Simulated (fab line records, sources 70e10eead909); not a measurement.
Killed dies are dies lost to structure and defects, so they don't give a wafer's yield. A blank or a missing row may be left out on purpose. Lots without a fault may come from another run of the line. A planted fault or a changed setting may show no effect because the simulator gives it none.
Chamber matching | flow nand_harc | NHARC_A_M1_ETCH_35 on rie_diel-03: 4 sister chambers
The step etches the open film in N2/H2, target depth 40 nm, overetch 12 nm, time 43.94 s. 14 wafers are shown with their chamber, then 7 later ones without.

WAFERS WITH THEIR CHAMBER
wafer  | chamber | showerhead_plenum_p_Torr (Torr) | drypump_motor_current_A (A) | rf_vpp_V (V)
L937.1 | 3       | 2.15                            | 4.95                        | 434.3
L937.2 | 0       | 1.98                            | 5.30                        | 428.9
L937.3 | 2       | 2.13                            | 5.47                        | 432.6
L939.1 | 3       | 2.15                            | 4.97                        | 432.9
L939.5 | 1       | 2.09                            | 5.59                        | 432.6
L939.6 | 0       | 1.98                            | 5.28                        | 428.9
L945.3 | 3       | 2.15                            | 4.97                        | 433.3
L945.4 | 0       | 1.98                            | 5.31                        | 429.2
L945.6 | 1       | 2.09                            | 5.58                        | 432.6
L947.2 | 1       | 2.09                            | 5.54                        | 430.0
L947.4 | 0       | 1.98                            | 5.30                        | 429.1
L947.6 | 3       | 2.14                            | 4.97                        | 432.4
L955.1 | 0       | 1.98                            | 5.28                        | 429.8
L955.2 | 2       | 2.13                            | 5.47                        | 433.1

SIGNATURES (means of the wafers above)
reading                  | chamber 0 | chamber 1 | chamber 2 | chamber 3 | scatter within a chamber
showerhead_plenum_p_Torr | 1.9800    | 2.0900    | 2.1300    | 2.1475    | 0.00274
drypump_motor_current_A  | 5.2940    | 5.5700    | 5.4700    | 4.9650    | 0.0156
rf_vpp_V                 | 429.180   | 431.733   | 432.850   | 433.225   | 0.844
Rule: a wafer's distance from a chamber is the root of the sum, over the readings, of the square of ((its reading less the chamber's mean) divided by the reading's scatter). The wafer belongs to the nearest chamber; if the next one is less than 2 further off, it can't be placed. The scatter: the root of (the sum of the squares of (reading less its chamber's mean) over the shown wafers, divided by (wafers less chambers)).

WAFERS WITHOUT THEIR CHAMBER
wafer  | showerhead_plenum_p_Torr (Torr) | drypump_motor_current_A (A) | rf_vpp_V (V)
L955.3 | 2.15                            | 4.92                        | 433.9
L956.1 | 2.09                            | 5.56                        | 429.9
L956.2 | 2.14                            | 4.96                        | 433.7
L956.6 | 2.09                            | 5.56                        | 432.2
L959.3 | 1.98                            | 5.26                        | 430.0
L959.4 | 1.98                            | 5.29                        | 428.8
L959.6 | 2.14                            | 4.95                        | 433.4

WHICH CHAMBER EACH WENT THROUGH
wafer  | from the rows above | in truth
L955.3 | 3                   | 3
L956.1 | 1                   | 1
L956.2 | 3                   | 3
L956.6 | 1                   | 1
L959.3 | 0                   | 0
L959.4 | 0                   | 0
L959.6 | 3                   | 3
Placed correctly: 7 of 7. Can't be placed from these rows: 0. Placed wrongly: 0.
